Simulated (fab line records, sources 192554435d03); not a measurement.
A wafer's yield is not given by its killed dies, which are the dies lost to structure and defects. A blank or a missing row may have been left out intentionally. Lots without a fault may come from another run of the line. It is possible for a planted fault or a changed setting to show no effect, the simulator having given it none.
Matching of chambers | flow n5_finfet | uv_cure-01 running N5_BEOL_M5_CURE_80: 3 sister chambers
The step cures SiCOH lowk, time 120 s. 3 wafers are shown with their chamber, then 11 later ones without.

== WAFERS PAIRED WITH THEIR CHAMBERS ==
wafer  | chamber | wafer_temp_C_max
L088.4 | 0       | 372.0
L093.6 | 2       | 370.8
L092.1 | 1       | 371.3

== WAFERS WITHOUT THEIR CHAMBER ==
wafer  | wafer_temp_C_max
L092.3 | 372.5
L092.5 | 372.2
L094.1 | 371.8
L094.2 | 372.5
L094.5 | 372.8
L096.2 | 370.9
L096.3 | 371.0
L096.6 | 370.5
L095.1 | 371.8
L095.4 | 372.7
L095.5 | 371.7

== WHICH CHAMBER EACH ONE RAN IN ==
wafer  | from the rows above          | in truth
L092.3 | can't be placed: 0 or 1      | 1
L092.5 | can't be placed: 0 or 1      | 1
L094.1 | can't be placed: 0 or 1 or 2 | 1
L094.2 | can't be placed: 0 or 1      | 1
L094.5 | can't be placed: 0 or 1      | 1
L096.2 | can't be placed: 2 or 1      | 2
L096.3 | can't be placed: 2 or 1 or 0 | 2
L096.6 | can't be placed: 2 or 1      | 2
L095.1 | can't be placed: 0 or 1 or 2 | 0
L095.4 | can't be placed: 0 or 1      | 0
L095.5 | can't be placed: 0 or 1 or 2 | 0
Correctly placed: 0 of 11. From these rows, 11 cannot be placed; in 11 the true chamber is one of the candidates. Number placed wrongly: 0.
How it was worked out, from the rows above alone: a wafer's distance from a chamber is the root of the sum, over the readings, of the square of ((its reading less the chamber's mean) divided by the reading's scatter). The wafer belongs to the nearest chamber; if the next one is less than 2 further off, it can't be placed. Each chamber's mean is taken over the wafers shown for it. The scatter (one wafer shown for each chamber): square how far every hidden wafer sits from the nearest shown wafer, average those squares and take the square root.
